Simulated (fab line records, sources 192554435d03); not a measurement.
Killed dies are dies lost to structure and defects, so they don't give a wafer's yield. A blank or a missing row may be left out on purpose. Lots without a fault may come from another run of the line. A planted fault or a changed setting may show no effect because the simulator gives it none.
Which tool did it? | flow n5_finfet | 12 lots, 33 wafers sampled, at 2 steps of a route of 1938

WHAT THE GAUGES READ, wafer by wafer
N5_BEOL_M15_CD_MEAS_28: target cd 407.6 nm. Usual: cd_nm 408.5 nm, standard deviation 2.5.
lot  | measured     | on        | cd_nm (nm)        | flag
L624 | day 12 04:36 | cd_sem-02 | 408.5 409.5 410.4 |
L625 | day 12 22:38 | cd_sem-02 | 405.8 404.8 405.7 |
L627 | day 13 06:32 | cd_sem-01 | 406.7 404.4 407.2 |
L629 | day 13 05:57 | cd_sem-02 | 403.8 411.4 410.0 |
L631 | day 13 19:19 | cd_sem-01 | 410.1 410.8 410.5 |
L635 | day 15 21:42 | cd_sem-02 | 409.3 411.6 409.5 |
L639 | day 17 04:05 | cd_sem-02 | 407.8 407.3       |
L640 | day 16 14:20 | cd_sem-02 | 413.0 409.7 410.4 |
L641 | day 16 19:51 | cd_sem-01 | 410.4 409.8 409.0 |
L645 | day 18 02:57 | cd_sem-01 | 408.3 409.4       |
L646 | day 18 01:37 | cd_sem-01 | 412.3 410.8 410.6 |
L647 | day 18 20:51 | cd_sem-03 | 409.5 406.8       |

WHICH TOOL RAN EACH LOT (tool, then ch and the chambers of the sampled wafers, then the start)
lot  | N5_GATE_CUT_CMP_43
L624 | cmp-02 ch 0,1, day 4 19:37
L625 | cmp-01 ch 0,3, day 5 01:23
L627 | cmp-02 ch 1,3, day 5 16:41
L629 | cmp-03 ch 0,1,2, day 5 21:20
L631 | cmp-03 ch 0,3, day 6 07:06
L635 | cmp-03 ch 1,2,3, day 7 15:21
L639 | cmp-01 ch 1,3, day 8 09:51
L640 | cmp-01 ch 1,2,3, day 8 12:57
L641 | cmp-01 ch 0,1,3, day 8 18:38
L645 | cmp-03 ch 0,2, day 9 22:35
L646 | cmp-03 ch 0,1,3, day 10 02:43
L647 | cmp-03 ch 0,3, day 10 08:59
- N5_GATE_CUT_CMP_43: polishes SiO2.

WHAT THE TOOLS THEMSELVES READ (means of the sampled wafers that have a number; where no wafer has one, the mark that the record gives instead)
N5_GATE_CUT_CMP_43. Usual: motor_current_A 11.9 A, standard deviation 1.2.
lot  | tool   | motor_current_A (A) | flag
L624 | cmp-02 | 11.4                |
L625 | cmp-01 | 12.3                |
L627 | cmp-02 | 11.8                |
L629 | cmp-03 | 12.2                |
L631 | cmp-03 | 11.4                |
L635 | cmp-03 | 12.2                |
L639 | cmp-01 | 11.4                |
L640 | cmp-01 | 12.0                |
L641 | cmp-01 | 12.1                |
L645 | cmp-03 | 12.0                |
L646 | cmp-03 | 12.3                |
L647 | cmp-03 | 11.4                |

THE ANSWER, worked out from the rows above alone
Rule: a lot is off if the mean of its wafers that have a number lies more than 3 standard deviations from the usual mean. A lot without any number at a reading at which 4 lots or more have one is off too. The other lots that the step has rows for count as sound. The gauges are gone through in route order, then the tools' own readings, and for those a lot's mean is taken as printed above. The first step at which some lot is off is used, and at that step the reading that is off furthest; a lot without a number counts as furthest.
No lot is off at any reading shown: from this, nothing can be told.

WHAT THE SIMULATOR HAD PUT IN
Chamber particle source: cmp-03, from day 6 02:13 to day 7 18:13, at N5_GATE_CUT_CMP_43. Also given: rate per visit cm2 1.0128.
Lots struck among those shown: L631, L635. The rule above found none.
